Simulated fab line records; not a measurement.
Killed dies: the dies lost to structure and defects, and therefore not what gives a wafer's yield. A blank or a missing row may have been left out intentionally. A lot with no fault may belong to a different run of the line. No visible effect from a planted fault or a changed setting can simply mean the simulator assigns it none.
Split-lot study || flow n5Finfet || 7 lots, 21 wafers read, on a route of 1938 steps

ABOUT THE SPLIT
At N5_SD_EPI_N_PEB_07 (peb time 60 s), the setting pebTempC was moved away from the recipe's 110 C on 8 of the 21 wafers read, by -2.4% to +2.2%. All remaining wafers had this setting at the recipe value.

THE PATH FROM SPLIT TO READING: the file shows 1 step between them
- N5_SD_EPI_N_DEVELOP_08: develop time 30 s

THE READING
At N5_SD_EPI_N_CD_MEAS_09: cdNm in nanometres, against a target cd of 120 nm. A value of 119.8 nm with a standard deviation of 0.62 nm is what fault-free wafers of this fab line usually give.

{"wafer": "L081.2", "tool, chamber at the split": "lithoTrack-01, 0", "pebTempC as run, C": 110, "against the recipe": "recipe", "cdNm, nm": 119.5, "against lot-mates on the recipe": "-"}
{"wafer": "L081.5", "tool, chamber at the split": "lithoTrack-01, 0", "pebTempC as run, C": 110, "against the recipe": "recipe", "cdNm, nm": 119.5, "against lot-mates on the recipe": "-"}
{"wafer": "L081.6", "tool, chamber at the split": "lithoTrack-01, 0", "pebTempC as run, C": 110, "against the recipe": "recipe", "cdNm, nm": 119.7, "against lot-mates on the recipe": "-"}
{"wafer": "L083.2", "tool, chamber at the split": "lithoTrack-03, 0", "pebTempC as run, C": 112.4, "against the recipe": "+2.2%", "cdNm, nm": 125.7, "against lot-mates on the recipe": "+6.2"}
{"wafer": "L083.4", "tool, chamber at the split": "lithoTrack-03, 0", "pebTempC as run, C": 112.4, "against the recipe": "+2.2%", "cdNm, nm": 124.8, "against lot-mates on the recipe": "+5.3"}
{"wafer": "L083.5", "tool, chamber at the split": "lithoTrack-03, 0", "pebTempC as run, C": 110, "against the recipe": "recipe", "cdNm, nm": 119.5, "against lot-mates on the recipe": "-"}
{"wafer": "L085.1", "tool, chamber at the split": "lithoTrack-05, 0", "pebTempC as run, C": 110, "against the recipe": "recipe", "cdNm, nm": 118.8, "against lot-mates on the recipe": "-"}
{"wafer": "L085.2", "tool, chamber at the split": "lithoTrack-05, 0", "pebTempC as run, C": 112.2, "against the recipe": "+2.0%", "cdNm, nm": 125.0, "against lot-mates on the recipe": "+6.2"}
{"wafer": "L085.6", "tool, chamber at the split": "lithoTrack-05, 0", "pebTempC as run, C": 112.2, "against the recipe": "+2.0%", "cdNm, nm": 126.5, "against lot-mates on the recipe": "+7.7"}
{"wafer": "L086.3", "tool, chamber at the split": "lithoTrack-03, 0", "pebTempC as run, C": 111.5, "against the recipe": "+1.4%", "cdNm, nm": 123.9, "against lot-mates on the recipe": "+4.3"}
{"wafer": "L086.5", "tool, chamber at the split": "lithoTrack-03, 0", "pebTempC as run, C": 110, "against the recipe": "recipe", "cdNm, nm": 119.6, "against lot-mates on the recipe": "-"}
{"wafer": "L086.6", "tool, chamber at the split": "lithoTrack-03, 0", "pebTempC as run, C": 111.5, "against the recipe": "+1.4%", "cdNm, nm": 123.5, "against lot-mates on the recipe": "+3.9"}
{"wafer": "L089.3", "tool, chamber at the split": "lithoTrack-01, 0", "pebTempC as run, C": 110, "against the recipe": "recipe", "cdNm, nm": 118.5, "against lot-mates on the recipe": "-"}
{"wafer": "L089.5", "tool, chamber at the split": "lithoTrack-01, 0", "pebTempC as run, C": 107.4, "against the recipe": "-2.4%", "cdNm, nm": 111.8, "against lot-mates on the recipe": -6.7}
{"wafer": "L089.6", "tool, chamber at the split": "lithoTrack-01, 0", "pebTempC as run, C": 107.4, "against the recipe": "-2.4%", "cdNm, nm": 112.3, "against lot-mates on the recipe": -6.2}
{"wafer": "L090.2", "tool, chamber at the split": "lithoTrack-03, 0", "pebTempC as run, C": 110, "against the recipe": "recipe", "cdNm, nm": 119.9, "against lot-mates on the recipe": "-"}
{"wafer": "L090.4", "tool, chamber at the split": "lithoTrack-03, 0", "pebTempC as run, C": 110, "against the recipe": "recipe", "cdNm, nm": 119.6, "against lot-mates on the recipe": "-"}
{"wafer": "L090.6", "tool, chamber at the split": "lithoTrack-03, 0", "pebTempC as run, C": 110, "against the recipe": "recipe", "cdNm, nm": 120.5, "against lot-mates on the recipe": "-"}
{"wafer": "L096.2", "tool, chamber at the split": "lithoTrack-01, 0", "pebTempC as run, C": 110, "against the recipe": "recipe", "cdNm, nm": 120.2, "against lot-mates on the recipe": "-"}
{"wafer": "L096.3", "tool, chamber at the split": "lithoTrack-01, 0", "pebTempC as run, C": 110, "against the recipe": "recipe", "cdNm, nm": 121.0, "against lot-mates on the recipe": "-"}
{"wafer": "L096.5", "tool, chamber at the split": "lithoTrack-01, 0", "pebTempC as run, C": 110, "against the recipe": "recipe", "cdNm, nm": 120.4, "against lot-mates on the recipe": "-"}

FIT RESULTS
A straight line over all 21 wafers: cdNm changes by +2.97 nm for each +1% of pebTempC; r = +0.98; the points scatter about the line by 0.71 nm.
The same after taking each lot's own level away (the mean of its wafers on the recipe; 21 wafers): +2.9 nm for each +1%; r = +0.99; scatter 0.56 nm.
According to that fit, moving pebTempC by its largest amount changes the reading by 6.8 nm.
The lots' own levels span 118.50 to 120.53 nm, that is 3.3 times the standard deviation above.
The two slopes are in agreement: the lot-to-lot level therefore moves the slope only a little.
Check: for one of the wafers moved furthest among these (-2.4%), held out of the fit, the line's prediction against its lot-mates is -6.75 nm. It came out at -6.7 nm against them.

OTHER SPLITS ON THESE WAFERS
These wafers also went through other splits before the reading. Each is held against what the fit with the lots' levels taken away leaves over:
{"other split on the same wafers": "N5_WELL_APT_COAT_19 spinRpm", "wafers away from the commonest value": 10, "r with cdNm (lot level and that fit taken away)": "+0.19"}
{"other split on the same wafers": "N5_FIN_SAQP_SPACER1_ALD_24 aldCycles", "wafers away from the commonest value": 6, "r with cdNm (lot level and that fit taken away)": "+0.47"}
{"other split on the same wafers": "N5_FIN_CUT_EXPOSE_05 doseMj", "wafers away from the commonest value": 10, "r with cdNm (lot level and that fit taken away)": -0.03}
{"other split on the same wafers": "N5_SPACER0_ALD_00 aldCycles", "wafers away from the commonest value": 7, "r with cdNm (lot level and that fit taken away)": -0.47}

THE WHOLE CHAIN: every reading that the file lists as answering this split, in the file's order
{"step": "N5_SD_EPI_N_CD_MEAS_09", "what it does": "target cd 120 nm", "reading": "cdNm", "change (the file's fit)": "+2.94 nm for each +1% of the setting", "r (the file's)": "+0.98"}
{"step": "N5_SD_EPI_N_DESCUM_14", "what it does": "chemistry O2, time 7.9 s", "reading": "SD_EPI_N.cdNm (the simulator's own value, which no gauge read)", "change (the file's fit)": "+2.94 nm for each +1% of the setting", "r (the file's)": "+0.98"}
{"step": "N5_SD_EPI_N_ETCH_34", "what it does": "etches SiARC in CF4, target depth 45.5 nm, time 75.8 s", "reading": "SD_EPI_N.cdNm (the simulator's own value, which no gauge read)", "change (the file's fit)": "+2.97 nm for each +1% of the setting", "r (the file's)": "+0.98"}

THE FILE'S OWN FIT
cdNm changes by +2.94 nm for each +1% of pebTempC, r = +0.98.
